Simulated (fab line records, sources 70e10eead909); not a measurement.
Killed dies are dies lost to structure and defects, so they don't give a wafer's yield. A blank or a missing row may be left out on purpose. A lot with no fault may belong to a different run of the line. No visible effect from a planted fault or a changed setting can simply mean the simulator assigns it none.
Which tool was responsible? ; flow nand_harc ; Sampling: 11 lots, 33 wafers, 5 of 1302 route steps

WHAT EACH GAUGE READ, for each wafer
NHARC_END_SORT_01. Usual: defect_limited_yield 91.8 %, standard deviation 2.5; killed_at_array 51, standard deviation 17; killed_at_other 1.0, standard deviation 1.2; killed_at_periphery 3.4, standard deviation 2.5; killed_dies 56, standard deviation 17; killed_open 3.3, standard deviation 2.1; killed_short 2.6, standard deviation 1.6; sort_bin_2_pct 2.8 %, standard deviation 1.1; sort_bin_3_pct 0.6 %, standard deviation 0.34; sort_bin_4_pct 4.9 %, standard deviation 1.5; sort_n_pass 621, standard deviation 17; sort_rim_yield_pct 93 %, standard deviation 4; sort_yield_pct 91.8 %, standard deviation 2.5.
lot;measured;on;defect_limited_yield (%);killed_at_array;killed_at_other;killed_at_periphery;killed_dies;killed_open;killed_short;sort_bin_2_pct (%);sort_bin_3_pct (%);sort_bin_4_pct (%);sort_n_pass;sort_rim_yield_pct (%);sort_yield_pct (%);flag
L879;day 24 16:59;prober-02;95.0 96.3 96.3;33 22 24;0 2 0;1 1 1;34 25 25;3 2 5;3 4 2;1.5 1.5 1.6;0.6 0.1 0.3;3.0 2.1 1.8;643 652 652;91 92 92;95.0 96.3 96.3;
L880;day 25 05:56;prober-01;89.2 91.6 91.4;67 51 55;2 1 0;4 5 3;73 57 58;2 7 10;6 2 1;3.7 1.9 2.5;0.4 0.7 0.6;6.6 5.8 5.5;604 620 619;95 84 91;89.2 91.6 91.4;
L882;day 25 15:00;prober-01;93.4 92.8 90.5;43 45 62;0 0 0;2 4 2;45 49 64;5 6 6;4 1 2;2.5 2.2 2.5;0.7 1.0 0.6;3.4 4.0 6.4;632 628 613;91 92 96;93.4 92.8 90.5;
L888;day 29 17:49;prober-02;90.7 88.0 92.9;60 75 45;1 0 1;2 6 2;63 81 48;5 9 4;0 2 3;3.2 4.1 2.1;0.1 0.7 0.3;5.9 7.1 4.7;614 596 629;97 95 87;90.7 88.0 92.9;
L889;day 30 02:19;prober-01;95.0 92.0 93.6;28 52 39;2 2 2;4 0 2;34 54 43;2 3 1;2 3 3;2.2 1.8 2.8;0.6 0.7 0.3;2.2 5.5 3.2;643 623 634;89 98 96;95.0 92.0 93.6;
L891;day 29 18:34;prober-01;87.1 89.5 88.9;85 68 74;1 0 0;1 3 1;87 71 75;2 6 4;3 1 1;4.4 5.0 4.6;1.2 0.7 0.9;7.2 4.7 5.6;590 606 602;91 90 93;87.1 89.5 88.9;
L892;day 30 06:54;prober-02;93.5 89.1 92.2;43 70 48;0 1 0;1 3 5;44 74 53;0 2 3;2 4 2;2.8 4.1 2.2;0.4 1.0 0.7;3.2 5.8 4.9;633 603 624;92 96 90;93.5 89.1 92.2;
L899;day 33 02:01;prober-01;93.2 94.7 93.9;40 31 39;2 1 0;4 4 2;46 36 41;4 1 0;1 3 2;1.9 2.4 1.5;0.4 0.3 0.4;4.4 2.7 4.1;631 641 636;96 96 95;93.2 94.7 93.9;
L900;day 33 11:23;prober-01;90.1 91.0 91.1;61 56 54;3 2 3;3 3 3;67 61 60;4 5 3;3 1 0;4.0 2.5 2.2;0.7 0.4 0.9;5.2 6.1 5.8;610 616 617;88 92 94;90.1 91.0 91.1;
L901;day 33 05:05;prober-02;94.5 94.1 93.4;35 34 42;0 1 0;2 5 3;37 40 45;7 6 2;4 3 4;1.8 2.4 2.1;0.6 0.6 0.7;3.1 3.0 3.8;640 637 632;98 96 93;94.5 94.1 93.4;
L902;day 34 19:15;prober-01;87.9 88.3 90.5;76 74 60;1 0 1;5 5 3;82 79 64;5 1 3;2 3 3;4.4 4.6 3.1;1.2 0.6 1.0;6.5 6.5 5.3;595 598 613;90 91 92;87.9 88.3 90.5;

TOOL THAT RAN EACH LOT (tool first, then ch and the chambers of the sampled wafers, then the start)
lot;NHARC_P_M0_ETCH_15;NHARC_P_M0_PVD_21;NHARC_P_M1_EXPOSE_06;NHARC_P_M1_STRIP_18
L879;rie_diel-04 ch 2,3, day 6 05:26 or earlier;pvd_sputter-01, day 6 05:26 or earlier;arfi_scanner-01 ch 0, day 6 05:26;rie_diel-05 ch 0,2,3, day 6 06:11
L880;rie_diel-04 ch 1,3, day 6 18:01 or earlier;pvd_sputter-01, day 6 18:01 or earlier;arfi_scanner-03 ch 0, day 6 18:01;rie_diel-05 ch 1,3, day 6 18:43
L882;rie_diel-02 ch 1,2, day 7 14:09 or earlier;pvd_sputter-03, day 7 14:09 or earlier;arfi_scanner-02 ch 0, day 7 14:09;rie_diel-13 ch 0,3, day 7 14:52
L888;rie_diel-04 ch 1,3, day 10 03:46 or earlier;pvd_sputter-01, day 10 03:46 or earlier;arfi_scanner-03 ch 0, day 10 03:46;rie_diel-07 ch 0,1,2, day 10 04:32
L889;rie_diel-03 ch 0,1, day 10 12:02 or earlier;pvd_sputter-01, day 10 12:02 or earlier;arfi_scanner-03 ch 0, day 10 12:02;rie_diel-07 ch 0,1,3, day 10 12:49
L891;rie_diel-04 ch 0,1, day 11 07:11 or earlier;pvd_sputter-03, day 11 07:11 or earlier;arfi_scanner-02 ch 0, day 11 07:11;rie_diel-13 ch 1,2, day 11 07:54
L892;rie_diel-03 ch 0,2,3, day 11 10:52 or earlier;pvd_sputter-01, day 11 10:52 or earlier;arfi_scanner-03 ch 0, day 11 10:52;rie_diel-07 ch 0,1,2, day 11 11:37
L899;rie_diel-03 ch 1,2, day 14 18:44 or earlier;pvd_sputter-03, day 14 18:44 or earlier;arfi_scanner-01 ch 0, day 14 18:44;rie_diel-13 ch 0,1, day 14 19:26
L900;rie_diel-03 ch 2,3, day 14 21:35 or earlier;pvd_sputter-01, day 14 21:35 or earlier;arfi_scanner-01 ch 0, day 14 21:35;rie_diel-07 ch 0,1,3, day 14 22:21
L901;rie_diel-03 ch 0,2,3, day 15 08:40 or earlier;pvd_sputter-02, day 15 08:40 or earlier;arfi_scanner-03 ch 0, day 15 08:40;rie_diel-07 ch 1,2,3, day 15 09:22
L902;rie_diel-04 ch 0,1,2, day 15 20:47 or earlier;pvd_sputter-01, day 15 20:47 or earlier;arfi_scanner-01 ch 0, day 15 20:47;rie_diel-07 ch 1,2, day 15 21:31
- NHARC_P_M0_ETCH_15: etches the open film in C4F8/Ar, target depth 150 nm, overetch 15 nm, time 82.5 s.
- NHARC_P_M0_PVD_21: deposits Cu, target thk 30 nm, time 20.49 s.
- NHARC_P_M1_EXPOSE_06: exposes mask P M1, target cd 130 nm.
- NHARC_P_M1_STRIP_18: strips in N2/H2.

WHAT THE TOOLS THEMSELVES READ (means of the sampled wafers that have a number; where no wafer has one, the mark that the record gives instead)
NHARC_P_M0_ETCH_15. Usual: bias_w 300.0 W, standard deviation 0.79; oes_product_au 0.957 a.u., standard deviation 0.02; rf_vpp_V 440.7 V, standard deviation 2.3.
lot;tool;bias_w (W);oes_product_au (a.u.);rf_vpp_V (V);flag
L879;rie_diel-04;299.4;0.948;442.5;
L880;rie_diel-04;299.5;0.963;441.3;
L882;rie_diel-02;300.2;0.928;438.1;
L888;rie_diel-04;300.8;0.956;441.0;
L889;rie_diel-03;300.0;0.924;442.6;
L891;rie_diel-04;301.2;0.986;438.6;
L892;rie_diel-03;299.7;0.925;439.9;
L899;rie_diel-03;301.0;0.966;439.8;
L900;rie_diel-03;299.5;0.952;438.4;
L901;rie_diel-03;300.1;0.946;440.9;
L902;rie_diel-04;299.6;0.972;440.2;

NHARC_P_M0_PVD_21. Usual: throttle_valve_pct reads 29.5 % (standard deviation 0.74).
lot;tool;throttle_valve_pct (%);flag
L879;pvd_sputter-01;28.9;
L880;pvd_sputter-01;29.2;
L882;pvd_sputter-03;30.0;
L888;pvd_sputter-01;28.7;
L889;pvd_sputter-01;29.0;
L891;pvd_sputter-03;29.8;
L892;pvd_sputter-01;29.1;
L899;pvd_sputter-03;29.9;
L900;pvd_sputter-01;28.1;
L901;pvd_sputter-02;29.7;
L902;pvd_sputter-01;29.0;

NHARC_P_M1_EXPOSE_06. Usual: exposure_dose_mJ_cm2 reads 81.82 (standard deviation 0.096).
lot;tool;exposure_dose_mJ_cm2;flag
L879;arfi_scanner-01;81.93;
L880;arfi_scanner-03;81.80;
L882;arfi_scanner-02;81.72;
L888;arfi_scanner-03;81.85;
L889;arfi_scanner-03;81.80;
L891;arfi_scanner-02;81.99;
L892;arfi_scanner-03;81.79;
L899;arfi_scanner-01;79.82;OFF
L900;arfi_scanner-01;80.10;OFF
L901;arfi_scanner-03;81.79;
L902;arfi_scanner-01;80.42;OFF

NHARC_P_M1_STRIP_18. Usual: drypump_motor_current_A 5.5 A, standard deviation 0.46; oes_product_au 0.999 a.u., standard deviation 0.0089; rf_vpp_V 90.4 V, standard deviation 1; showerhead_plenum_p_Torr 1.97 Torr, standard deviation 0.082; throttle_valve_pct 14.171 %, standard deviation 0.0087.
lot;tool;drypump_motor_current_A (A);oes_product_au (a.u.);rf_vpp_V (V);showerhead_plenum_p_Torr (Torr);throttle_valve_pct (%);flag
L879;rie_diel-05;5.9;1.003;90.4;2.00;14.174;
L880;rie_diel-05;5.9;0.986;91.5;2.13;14.167;
L882;rie_diel-13;5.8;1.007;89.9;2.05;14.160;
L888;rie_diel-07;5.2;0.999;89.2;1.91;14.172;
L889;rie_diel-07;5.3;0.996;89.6;1.92;14.169;
L891;rie_diel-13;5.7;0.998;90.9;2.06;14.161;
L892;rie_diel-07;5.1;0.996;90.8;1.91;14.172;
L899;rie_diel-13;5.7;0.998;90.1;2.01;14.170;
L900;rie_diel-07;5.3;1.002;90.0;1.92;14.173;
L901;rie_diel-07;5.2;0.997;90.8;1.92;14.173;
L902;rie_diel-07;5.0;1.011;90.7;1.92;14.172;

THE ANSWER, worked out from the rows above alone
Rule: a lot counts as off when the mean over its wafers that have a number is more than 3 standard deviations away from the usual mean. A lot without any number at a reading at which 4 lots or more have one is off too. Any other lot the step has rows for is counted as sound. Order of review: gauges by route order, followed by the tools' own readings, for which a lot's mean as printed above is used. At the first step where some lot is off, the reading lying furthest off is the one used; lots without a number count as furthest.
Off, at NHARC_P_M1_EXPOSE_06 on exposure_dose_mJ_cm2: L899, L900, L902.
A tool fits if, at that step or a process step before it, it ran every lot that is off, and no sound lot after the first of them. Because NHARC_P_M0_ETCH_15 lacks a start for some lots, the hours and order of its lots are taken from NHARC_P_M1_EXPOSE_06. Because NHARC_P_M0_PVD_21 lacks a start for some lots, the hours and order of its lots are taken from NHARC_P_M1_EXPOSE_06. One candidate fits, namely arfi_scanner-01 at NHARC_P_M1_EXPOSE_06. Its last sound lot is L879 (day 6 05:26), its first lot that is off L899 (day 14 18:44): a fault that began between those two fits.
On the lots that are off, the tool's own readings at NHARC_P_M1_EXPOSE_06 differ by more than 5 times the standard deviation of the sound lots' means, which bears it out; exposure_dose_mJ_cm2 reads 80.11 there versus 81.83 on the sound lots.

WHAT THE SIMULATOR HAD PUT IN
Drift in process parameters on arfi_scanner-01 at NHARC_P_M1_EXPOSE_06, starting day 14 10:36. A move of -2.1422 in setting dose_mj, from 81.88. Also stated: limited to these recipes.
Shown lots that were struck: L899, L900, L902. The rule above found the same.
